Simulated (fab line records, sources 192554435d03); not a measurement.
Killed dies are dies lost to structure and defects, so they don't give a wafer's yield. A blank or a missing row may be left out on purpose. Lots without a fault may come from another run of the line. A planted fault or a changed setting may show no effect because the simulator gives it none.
Chamber matching | flow n5_finfet | N5_HKMG_FIN_CMP_94 on cmp-04: 4 sister chambers
The step polishes, stops on SiNx, t overpolish 4.7 s, target thk 43.299 nm. 4 wafers are shown with their chamber, then 7 later ones without.

WAFERS WITH THEIR CHAMBER
wafer  | chamber | motor_current_A (A)
L215.5 | 0       | 11.3
L215.6 | 3       | 9.3
L219.3 | 1       | 11.2
L219.4 | 2       | 11.8

WAFERS WITHOUT THEIR CHAMBER
wafer  | motor_current_A (A)
L219.5 | 9.2
L222.1 | 11.6
L222.2 | 11.4
L222.5 | 11.3
L226.1 | 12.0
L226.4 | 11.2
L226.6 | 9.7

WHICH CHAMBER EACH WENT THROUGH
wafer  | from the rows above          | in truth
L219.5 | 3                            | 3
L222.1 | can't be placed: 2 or 0 or 1 | 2
L222.2 | can't be placed: 0 or 1 or 2 | 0
L222.5 | can't be placed: 0 or 1      | 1
L226.1 | 2                            | 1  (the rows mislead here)
L226.4 | can't be placed: 1 or 0      | 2
L226.6 | 3                            | 3
Placed correctly: 2 of 7. Can't be placed from these rows: 4 (the true chamber is among the candidates in 3). Placed wrongly: 1.
How it was worked out, from the rows above alone: a wafer's distance from a chamber is the root of the sum, over the readings, of the square of ((its reading less the chamber's mean) divided by the reading's scatter). The wafer belongs to the nearest chamber; if the next one is less than 2 further off, it can't be placed. A chamber's mean is the mean of its shown wafers. The scatter: with one shown wafer a chamber, the root of the mean of the squares of how far each hidden wafer lies from its nearest shown one.
